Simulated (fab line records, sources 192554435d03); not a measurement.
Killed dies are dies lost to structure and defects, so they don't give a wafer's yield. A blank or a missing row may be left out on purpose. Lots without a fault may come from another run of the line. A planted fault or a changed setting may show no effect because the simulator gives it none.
Chamber matching | flow n5_finfet | N5_BEOL_M11_CURE_71 on uv_cure-03: 3 sister chambers
The step cures SiCOH lowk, time 240 s. 3 wafers are shown with their chamber, then 12 later ones without.

WAFERS WITH THEIR CHAMBER
wafer  | chamber | wafer_temp_C_max
L087.5 | 2       | 388.1
L086.3 | 0       | 387.4
L088.6 | 1       | 387.4

WAFERS WITHOUT THEIR CHAMBER
wafer  | wafer_temp_C_max
L090.2 | 387.6
L090.4 | 386.8
L090.6 | 387.3
L096.1 | 387.1
L096.3 | 387.7
L096.5 | 388.0
L096.2 | 387.3
L096.4 | 387.8
L096.6 | 387.5
L095.2 | 387.2
L095.3 | 387.1
L095.5 | 388.2

WHICH CHAMBER EACH WENT THROUGH
wafer  | from the rows above          | in truth
L090.2 | can't be placed: 0 or 1 or 2 | 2
L090.4 | can't be placed: 0 or 1      | 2
L090.6 | can't be placed: 0 or 1      | 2
L096.1 | can't be placed: 0 or 1      | 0
L096.3 | can't be placed: 0 or 1 or 2 | 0
L096.5 | can't be placed: 2 or 0 or 1 | 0
L096.2 | can't be placed: 0 or 1      | 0
L096.4 | can't be placed: 2 or 0 or 1 | 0
L096.6 | can't be placed: 0 or 1 or 2 | 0
L095.2 | can't be placed: 0 or 1      | 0
L095.3 | can't be placed: 0 or 1      | 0
L095.5 | 2                            | 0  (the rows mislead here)
Placed correctly: 0 of 12. Can't be placed from these rows: 11 (the true chamber is among the candidates in 9). Placed wrongly: 1.
How it was worked out, from the rows above alone: a wafer's distance from a chamber is the root of the sum, over the readings, of the square of ((its reading less the chamber's mean) divided by the reading's scatter). The wafer belongs to the nearest chamber; if the next one is less than 2 further off, it can't be placed. A chamber's mean is the mean of its shown wafers. The scatter: with one shown wafer a chamber, the root of the mean of the squares of how far each hidden wafer lies from its nearest shown one.
